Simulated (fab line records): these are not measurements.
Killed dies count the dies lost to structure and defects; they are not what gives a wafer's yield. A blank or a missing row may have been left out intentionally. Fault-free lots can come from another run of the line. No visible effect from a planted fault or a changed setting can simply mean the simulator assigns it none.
Which of the tools did it? / flow n5_finfet / 10 lots, 28 wafers sampled, at 5 steps of a route of 1938

== WHAT THE GAUGES READ, wafer by wafer ==
N5_BEOL_M4_RC_MEAS_101.
lot=L313; measured=day 9 04:07; on=prober-01; DIBL_N (mV/V)=39.0 36.3 36.8
lot=L315; measured=day 10 12:52; on=prober-01; DIBL_N (mV/V)=35.6 34.9 35.7
lot=L319; measured=day 11 17:12; on=prober-01; DIBL_N (mV/V)=38.0 37.0 37.8
lot=L320; measured=day 13 01:34; on=prober-02; DIBL_N (mV/V)=36.7 37.7 36.1
lot=L321; measured=day 17 15:38; on=prober-02; DIBL_N (mV/V)=35.6 35.7 36.2
lot=L323; measured=day 14 10:34; on=prober-02; DIBL_N (mV/V)=36.8 37.9 37.7
lot=L333; measured=day 17 06:13; on=prober-02; DIBL_N (mV/V)=37.2 37.1
lot=L332; measured=day 17 07:48; on=prober-02; DIBL_N (mV/V)=37.0 34.5
lot=L335; measured=day 17 17:07; on=prober-01; DIBL_N (mV/V)=35.6 36.3 36.0
lot=L336; measured=day 16 04:41; on=prober-02; DIBL_N (mV/V)=37.2 38.7 37.2

== EACH LOT AND THE TOOL THAT RAN IT (in order: tool; ch and the chambers of the sampled wafers; start) ==
lot=L313; N5_BEOL_M0_STRIP_140=rie_diel-04 ch 1,2,3, day 6 06:34; N5_BEOL_M0_STRIP_104=rie_diel-04 ch 1,2,3, day 6 06:35; N5_BEOL_M0_ALD_136=ald_metal-03 ch 0,2, day 6 08:12; N5_BEOL_M0_ANNEAL_133=pvd_sputter-01, day 6 08:49
lot=L315; N5_BEOL_M0_STRIP_140=rie_diel-04 ch 1,2,3, day 6 11:36; N5_BEOL_M0_STRIP_104=rie_diel-04 ch 1,2,3, day 6 11:37; N5_BEOL_M0_ALD_136=ald_metal-04 ch 0,2,3, day 6 12:40; N5_BEOL_M0_ANNEAL_133=pvd_sputter-02, day 6 13:45
lot=L319; N5_BEOL_M0_STRIP_140=rie_diel-02 ch 1,2, day 7 07:01; N5_BEOL_M0_STRIP_104=rie_diel-02 ch 1,2, day 7 07:02; N5_BEOL_M0_ALD_136=ald_metal-01 ch 0,2,3, day 7 10:34; N5_BEOL_M0_ANNEAL_133=pvd_sputter-02, day 7 11:23
lot=L320; N5_BEOL_M0_STRIP_140=rie_diel-04 ch 0,1,2, day 7 10:59; N5_BEOL_M0_STRIP_104=rie_diel-04 ch 0,1,2, day 7 11:01; N5_BEOL_M0_ALD_136=ald_metal-01 ch 0,2,3, day 7 12:39; N5_BEOL_M0_ANNEAL_133=pvd_sputter-02, day 7 14:42
lot=L321; N5_BEOL_M0_STRIP_140=rie_diel-02 ch 0,1, day 7 21:29; N5_BEOL_M0_STRIP_104=rie_diel-02 ch 0,1, day 7 21:31; N5_BEOL_M0_ALD_136=ald_metal-01 ch 1,2, day 7 22:16; N5_BEOL_M0_ANNEAL_133=pvd_sputter-01, day 8 02:10
lot=L323; N5_BEOL_M0_STRIP_140=rie_diel-04 ch 2,3, day 8 09:59; N5_BEOL_M0_STRIP_104=rie_diel-04 ch 2,3, day 8 10:00; N5_BEOL_M0_ALD_136=ald_metal-03 ch 0,2,3, day 8 11:12; N5_BEOL_M0_ANNEAL_133=pvd_sputter-03, day 8 12:17
lot=L333; N5_BEOL_M0_STRIP_140=rie_diel-04 ch 0, day 10 14:06; N5_BEOL_M0_STRIP_104=rie_diel-04 ch 0, day 10 14:07; N5_BEOL_M0_ALD_136=ald_metal-03 ch 3, day 10 14:59; N5_BEOL_M0_ANNEAL_133=pvd_sputter-01, day 10 15:34
lot=L332; N5_BEOL_M0_STRIP_140=rie_diel-02 ch 0,3, day 10 17:29; N5_BEOL_M0_STRIP_104=rie_diel-02 ch 0,3, day 10 17:31; N5_BEOL_M0_ALD_136=ald_metal-03 ch 1,3, day 10 18:23; N5_BEOL_M0_ANNEAL_133=pvd_sputter-02, day 10 18:59
lot=L335; N5_BEOL_M0_STRIP_140=rie_diel-04 ch 0,1, day 11 11:50; N5_BEOL_M0_STRIP_104=rie_diel-04 ch 0,1, day 11 11:52; N5_BEOL_M0_ALD_136=ald_metal-01 ch 1,3, day 11 12:37; N5_BEOL_M0_ANNEAL_133=pvd_sputter-01, day 11 13:12
lot=L336; N5_BEOL_M0_STRIP_140=rie_diel-04 ch 1,2,3, day 11 16:53; N5_BEOL_M0_STRIP_104=rie_diel-04 ch 1,2,3, day 11 16:54; N5_BEOL_M0_ALD_136=ald_metal-01 ch 0,1,3, day 11 17:55; N5_BEOL_M0_ANNEAL_133=pvd_sputter-02, day 11 18:34
- N5_BEOL_M0_STRIP_140: strips in CF4.
- N5_BEOL_M0_STRIP_104: strips in N2/H2.
- N5_BEOL_M0_ALD_136: deposits TaN, pulse time 2 s, purge time 3 s, co reactant purge time 2 s.
- N5_BEOL_M0_ANNEAL_133: time 60 s.

== THE ANSWER, worked out from the rows above alone ==
Rule: what is usual is taken from the lots themselves. Put in order of their means at a reading, lots are off if they are a third of the lots or fewer, leave a main group of 4 or more, and stand apart from it by a gap of 3 or more times the standard deviation of the main group's means; of several such gaps the widest counts. The tables above print the reading to a certain number of digits; a main group whose means all agree to those digits is not used. Also off: a lot with no number at a reading for which 4 or more lots have one. Any other lot the step has rows for is counted as sound.
None of the lots is off at any reading shown; this tells nothing.

== WHAT THE SIMULATOR HAD PUT IN ==
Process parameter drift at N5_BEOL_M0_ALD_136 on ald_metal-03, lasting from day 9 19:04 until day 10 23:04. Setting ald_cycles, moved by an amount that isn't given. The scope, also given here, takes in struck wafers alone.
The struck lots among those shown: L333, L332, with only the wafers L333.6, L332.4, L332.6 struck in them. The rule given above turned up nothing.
